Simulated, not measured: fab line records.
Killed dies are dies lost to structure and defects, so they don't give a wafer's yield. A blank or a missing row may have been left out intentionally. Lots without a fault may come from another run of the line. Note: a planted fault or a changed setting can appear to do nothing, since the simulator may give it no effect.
Commonality check across tools | flow nandHarc | 2 lots, 6 wafers sampled

== WHAT PROMPTED THE OPENING ==
On 2 of the 2 lots, a flag is raised at NHARC_END_SORT_01 on the reading killedDies. Fault-free wafers read 66, with a standard deviation of 22.
Rule: flag the lot when none of its wafers has a number, or when each of its wafers that has one lies beyond 4 standard deviations from that mean. The other lots count as sound.

lot  | measured     | on        | killedDies, wafer by wafer | flag
L325 | day 32 21:49 | prober-02 | 677 677 677                | FLAGGED
L328 | day 33 03:31 | prober-01 | 677 677 677                | FLAGGED
Average over the flagged lots: 677; offset from the usual +611, equal to +28 standard deviations.

== WHICH TOOL RAN EACH LOT ==
The record holds 4 process steps before the reading, out of a route of 1302 steps. Cell contents, in order: the tool; ch with the chambers the sampled wafers went through; the start.
lot  | flag    | NHARC_A_CONTACT_ETCH_76                      | NHARC_A_CONTACT_ETCH_127           | NHARC_A_CONTACT_ETCH_133           | NHARC_A_CONTACT_ETCH_91
L325 | FLAGGED | rieDiel-04 ch 0,2,3, day 30 04:22 or earlier | harCapEtch-01 ch 0,1, day 30 04:22 | harCapEtch-01 ch 0,1, day 30 05:25 | rieDiel-01 ch 0,2,3, day 30 06:13
L328 | FLAGGED | rieDiel-11 ch 1,3, day 30 17:20 or earlier   | harCapEtch-03 ch 0,1, day 30 17:20 | harCapEtch-03 ch 0,1, day 30 18:23 | rieDiel-01 ch 1,2,3, day 30 19:10
These steps, and what they do:
- NHARC_A_CONTACT_ETCH_76: etches the open film in N2/H2, target depth 260 nm, time 475.3 s.
- NHARC_A_CONTACT_ETCH_127: etches the open film in C4F8/O2/Ar, time 197 s, target depth 1918 nm.
- NHARC_A_CONTACT_ETCH_133: etches the open film in C4F8/O2/Ar, time 374 s, target depth 1610 nm.
- NHARC_A_CONTACT_ETCH_91: etches the open film in CH3F/O2, target depth 40 nm, time 85.7 s.
- NHARC_END_SORT_01

== FLAGGED OVER TOTAL, TOOL BY TOOL (the gauges that took the reading come last) ==
step                     | tool          | lots run | flagged | share of the flagged lots | sound lots run after its first flagged lot
NHARC_A_CONTACT_ETCH_76  | rieDiel-04    | 1        | 1       | some                      | 0
NHARC_A_CONTACT_ETCH_76  | rieDiel-11    | 1        | 1       | some                      | 0
NHARC_A_CONTACT_ETCH_127 | harCapEtch-01 | 1        | 1       | some                      | 0
NHARC_A_CONTACT_ETCH_127 | harCapEtch-03 | 1        | 1       | some                      | 0
NHARC_A_CONTACT_ETCH_133 | harCapEtch-01 | 1        | 1       | some                      | 0
NHARC_A_CONTACT_ETCH_133 | harCapEtch-03 | 1        | 1       | some                      | 0
NHARC_A_CONTACT_ETCH_91  | rieDiel-01    | 2        | 2       | all                       | 0
NHARC_END_SORT_01        | prober-01     | 1        | 1       | some                      | 0
NHARC_END_SORT_01        | prober-02     | 1        | 1       | some                      | 0
Because NHARC_A_CONTACT_ETCH_76 lacks a start for some lots, the hours and order of its lots are taken from NHARC_A_CONTACT_ETCH_127.

== WHAT THE TABLE PERMITS ==
All flagged lots share 1 row of the table, namely rieDiel-01 at NHARC_A_CONTACT_ETCH_91.
- rieDiel-01 at NHARC_A_CONTACT_ETCH_91: 2 of its 2 lots flagged. No sound lot ran on it before its first flagged lot in this sample; the start therefore can't be narrowed down.
rieDiel-01 at NHARC_A_CONTACT_ETCH_91 is the single tool remaining.

== WHAT THE SIMULATOR HAD PUT IN ==
At NHARC_A_CONTACT_ETCH_91, the step was skipped entirely on rieDiel-01 from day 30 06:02 on. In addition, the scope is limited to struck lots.
Shown lots that were struck: L325, L328. This agrees with what the rule above found.
